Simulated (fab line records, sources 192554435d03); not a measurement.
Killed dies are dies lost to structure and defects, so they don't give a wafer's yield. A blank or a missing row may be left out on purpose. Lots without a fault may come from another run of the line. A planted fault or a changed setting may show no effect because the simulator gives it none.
A struck lot beside a sound one | flow n5_finfet | 33 steps out of a route of 1938
Sound: wafers L170.4, L170.5, L170.6. Struck: wafers L180.2, L180.4, L180.5. The cause comes at the end.
At each step with rows: each side's tool, then ch and its chambers, then its first start. Under that, the readings that differ: sound wafers | struck wafers | difference of the means | sigmas: that difference in standard deviations of wafers without a fault.
alike: readings whose means differ by less than 2 such deviations, and words and numbers that are the same on both sides. not compared: withheld readings, readings that some wafer has no value for, bounds like >300 that may hide the same value, and numbers for which the record gives no deviation and whose values overlap.
The two part at a step that has a row with sigmas, a row that says differs or no value, or rows on one side only. Numbers that don't overlap but have no deviation are shown without sigmas and don't part them. A reading that every wafer of one side lacks parts them only if that side has two wafers or more.

first, 9 steps without rows for these wafers: N5_BEOL_M4_ILD_DEP_00 (deposits SiOC from DEMS/O2, target thk 79 nm, time 15.3 s); N5_BEOL_M4_PECVD_72 (deposits SiO2 from TEOS/O2, target thk 16 nm, time 18 s); N5_BEOL_M4_HM_DEP_02 (deposits TiN, target thk 20 nm); N5_BEOL_M4_COAT_61 (time 60 s, resist thk 60 nm); N5_BEOL_M4_COAT_62 (time 60 s, resist thk 12 nm); N5_BEOL_M4_COAT_73 (time 60 s, resist thk 5 nm); N5_BEOL_M4_COAT_05 (resist thk 30 nm); N5_BEOL_M4_EBR_07; N5_BEOL_M4_SOFTBAKE_06 (time 60 s).
N5_BEOL_M4_EXPOSE_08: exposes mask M4.
  sound on euv_scanner-01 ch 0, day 8 16:12; struck on euv_scanner-01 ch 0, day 11 01:25
  alike: mask, focus_offset_nm, reticle_temp_C, stage_msd_nm
then, 22 steps without rows for these wafers: N5_BEOL_M4_PEB_09 (peb time 60 s); N5_BEOL_M4_DEVELOP_10 (develop time 30 s); N5_BEOL_M4_DESCUM_16 (chemistry O2, time 7 s); N5_BEOL_M4_ETCH_74 (etches underlayer in N2/H2, target depth 6.5 nm, time 5.2 s); N5_BEOL_M4_ETCH_63 (etches SiARC in CF4, target depth 15.6 nm, time 26 s); N5_BEOL_M4_ETCH_64 (etches SOC in N2/H2, target depth 75 nm, overetch 22.5 nm, time 121.9 s); N5_BEOL_M4_STRIP_65 (strips in N2/H2); N5_BEOL_M4_STRIP_75 (strips in N2/H2); N5_BEOL_M4_STRIP_66 (strips in CF4); N5_BEOL_M4_HM_OPEN_17 (chemistry Cl2/BCl3, target TiN, target depth 20 nm, overetch 6 nm); N5_BEOL_M4_STRIP_19 (strips in O2); N5_BEOL_M4_COAT_67 (time 60 s, resist thk 60 nm); N5_BEOL_M4_COAT_68 (time 60 s, resist thk 12 nm); N5_BEOL_M4_COAT_76 (time 60 s, resist thk 5 nm); N5_BEOL_M4_COAT_22 (resist thk 30 nm); N5_BEOL_M4_EBR_24; N5_BEOL_M4_SOFTBAKE_23 (time 60 s); N5_BEOL_M4_EXPOSE_25 (exposes mask V3, defocus 5 nm); N5_BEOL_M4_PEB_26 (peb time 60 s); N5_BEOL_M4_DEVELOP_27 (develop time 30 s); N5_BEOL_M4_DESCUM_33 (chemistry O2, time 7 s); N5_BEOL_M4_ETCH_77 (etches underlayer in N2/H2, target depth 6.5 nm, time 5.2 s).
-- the record jumps here: 5 days lie between the struck wafers' starts before and after (it left off in module BEOL_M4 and takes up again in module PASSIVATION, whose first step shown is number 1936 of the route) --
N5_PASSIVATION_PROBE_49:
  sound on prober-01, day 13 08:29; struck on prober-02, day 15 20:48
  reading                  | sound          | struck         | difference | sigmas
  defect_limited_yield (%) | 91.3 91.2 91.5 | 90.0 89.8 84.6 | -3.2       | -2
  killed_at_M4_up          | 7 14 11        | 21 40 99       | +43        | +9
  killed_at_contacts       | 26 17 16       | 8 7 10         | -11        | -2
  killed_dies              | 103 104 100    | 118 120 182    | +38        | +2
  sort_bin_6_memory (%)    | 2.7 3.3 2.3    | 4.1 3.5 6.7    | +2.0       | +3
  sort_n_pass              | 1077 1076 1080 | 1062 1060 998  | -38        | -2
  sort_yield_pct (%)       | 91.3 91.2 91.5 | 90.0 89.8 84.6 | -3.2       | -2
  alike: killed_at_M0_to_M3, killed_at_front_end, killed_at_other, killed_open, killed_short, sort_bin_5_function

WHERE THEY PART
Only at N5_PASSIVATION_PROBE_49, within this record.

WHY: what the simulator had put in
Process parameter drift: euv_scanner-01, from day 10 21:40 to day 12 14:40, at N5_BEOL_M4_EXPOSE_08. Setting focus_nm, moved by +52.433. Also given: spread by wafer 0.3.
